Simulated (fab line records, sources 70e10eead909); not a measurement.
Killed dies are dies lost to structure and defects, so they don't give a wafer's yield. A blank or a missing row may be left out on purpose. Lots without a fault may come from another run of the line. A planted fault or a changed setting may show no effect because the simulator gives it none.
A struck lot beside a sound one | flow nand_harc | 24 steps out of a route of 1302
Sound: wafers L598.1, L598.3, L598.5. Struck: wafer L589.4. (L589.3, L589.6 of the same lot were not struck and are left out.) The cause comes at the end.
At each step with rows: each side's tool, then ch and its chambers, then its first start. Under that, the readings that differ: sound wafers | struck wafers | difference of the means | sigmas: that difference in standard deviations of wafers without a fault.
alike: readings whose means differ by less than 2 such deviations, and words and numbers that are the same on both sides. not compared: withheld readings, readings that some wafer has no value for, bounds like >300 that may hide the same value, and numbers for which the record gives no deviation and whose values overlap.
The two part at a step that has a row with sigmas, a row that says differs or no value, or rows on one side only. Numbers that don't overlap but have no deviation are shown without sigmas and don't part them. A reading that every wafer of one side lacks parts them only if that side has two wafers or more.

NHARC_P_CONTACT_DEP_00: deposits SiO2, target thk 500 nm.
  sound on pecvd-03 ch 0,1; struck on pecvd-03 ch 1
  alike: heater_power_w, throttle_valve_pct
NHARC_P_CONTACT_CMP_01: polishes SiO2, target thk 200 nm.
  sound on cmp-04 ch 0,1,3, day 12 17:50; struck on cmp-03 ch 3, day 9 07:59
  alike: motor_current_A
then, 9 steps without rows for these wafers: NHARC_P_CONTACT_SRD_03; NHARC_P_CONTACT_DEHYDRATE_04 (time 120 s); NHARC_P_CONTACT_HMDS_05 (time 30 s); NHARC_P_CONTACT_COAT_33 (time 75 s); NHARC_P_CONTACT_COAT_34 (time 65 s); NHARC_P_CONTACT_COAT_06 (resist thk 90 nm); NHARC_P_CONTACT_SOFTBAKE_07 (time 55 s); NHARC_P_CONTACT_EBR_08; NHARC_P_CONTACT_EXPOSE_09 (exposes mask P CA, target cd 90 nm).
NHARC_P_CONTACT_PEB_10: peb time 65 s.
  sound on litho_track-06 ch 0, day 12 18:25; struck on litho_track-06 ch 0, day 9 08:45
  alike: exhaust_pa
then, 1 step without rows for these wafers: NHARC_P_CONTACT_DEVELOP_11 (develop time 35 s).
NHARC_P_CONTACT_CD_MEAS_12: target cd 90 nm.
  sound on cd_sem-03 ch 0, day 12 18:29; struck on cd_sem-01 ch 0, day 9 08:50
  reading    | sound          | struck | difference | sigmas
  cd_nm (nm) | 89.2 88.5 89.7 | 97.0   | +7.9       | +8
NHARC_P_CONTACT_OVL_MEAS_13:
  sound on overlay-02, day 12 18:35; struck on overlay-02, day 9 08:55
  alike: overlay_x_nm, overlay_y_nm
NHARC_P_CONTACT_INSPECT_14:
  sound on defect_inspect-01, day 12 18:37; struck on defect_inspect-01, day 9 08:57
  alike: raw_defect_count
NHARC_P_CONTACT_DESCUM_17: chemistry O2, time 3 s.
  sound on rie_diel-01 ch 1,2, day 12 18:41; struck on rie_diel-08 ch 3, day 9 09:01
  reading                    | sound            | struck | difference | sigmas
  model.P_CONTACT.cd_nm (nm) | 88.87 87.6 89.15 | 96.81  | +8.27      |
  alike: chamber_pressure_mTorr, drypump_motor_current_A, oes_product_au, rf_vpp_V, showerhead_plenum_p_Torr, throttle_valve_pct
  not compared: rf_hours_counter_h
NHARC_P_CONTACT_ETCH_35: etches the open film in CF4, target depth 39 nm, time 65 s.
  sound on rie_diel-01 ch 1,3, day 12 18:46; struck on rie_diel-08 ch 1, day 9 09:05
  alike: chamber_pressure_mTorr, drypump_motor_current_A, oes_product_au, rf_vpp_V, showerhead_plenum_p_Torr, throttle_valve_pct
  not compared: rf_hours_counter_h
NHARC_P_CONTACT_ETCH_36: etches the open film in N2/H2, target depth 260 nm, time 406.25 s.
  sound on rie_diel-01 ch 0,2,3; struck on rie_diel-08 ch 2
  alike: chamber_pressure_mTorr, drypump_motor_current_A, h2_flow_sccm, oes_product_au, rf_vpp_V, showerhead_plenum_p_Torr, throttle_valve_pct
  not compared: rf_hours_counter_h
NHARC_P_CONTACT_ETCH_18: etches the open film in C4F8/O2/Ar, target depth 481 nm, time 240.5 s.
  sound on rie_diel-01 ch 0,1,3; struck on rie_diel-08 ch 0
  reading                        | sound                | struck | difference | sigmas
  chamber_pressure_mTorr (mTorr) | 24.972 24.994 24.992 | 25.054 | +0.068     | +3
  rf_vpp_V (V)                   | 986 985 980          | 974    | -10        | -2
  alike: oes_product_au
  not compared: rf_hours_counter_h
then, 1 step without rows for these wafers: NHARC_P_CONTACT_STRIP_37 (strips in C4F8/O2/Ar).
NHARC_P_CONTACT_ETCH_31: etches the open film in CH3F/O2, target depth 30 nm, time 85.7 s.
  sound on rie_diel-01 ch 1,3; struck on rie_diel-08 ch 0
  reading                         | sound            | struck | difference | sigmas
  showerhead_plenum_p_Torr (Torr) | 2.59 2.63 2.59   | 2.38   | -0.22      | -3
  model.P_CONTACT.cd_nm (nm)      | 88.71 87.6 89.84 | 93.87  | +5.15      |
  alike: chamber_pressure_mTorr, drypump_motor_current_A, oes_product_au, rf_vpp_V, throttle_valve_pct
  not compared: rf_hours_counter_h
NHARC_P_CONTACT_CD_MEAS_19:
  sound on cd_sem-03, day 12 19:33; struck on cd_sem-01, day 9 09:54
  reading    | sound          | struck | difference | sigmas
  cd_nm (nm) | 88.4 87.4 89.8 | 94.1   | +5.6       | +3
then, 1 step without rows for these wafers: NHARC_P_CONTACT_STRIP_28 (strips in O2).

WHERE THEY PART
First at NHARC_P_CONTACT_CD_MEAS_12; last, within this record, at NHARC_P_CONTACT_CD_MEAS_19.

WHY: what the simulator had put in
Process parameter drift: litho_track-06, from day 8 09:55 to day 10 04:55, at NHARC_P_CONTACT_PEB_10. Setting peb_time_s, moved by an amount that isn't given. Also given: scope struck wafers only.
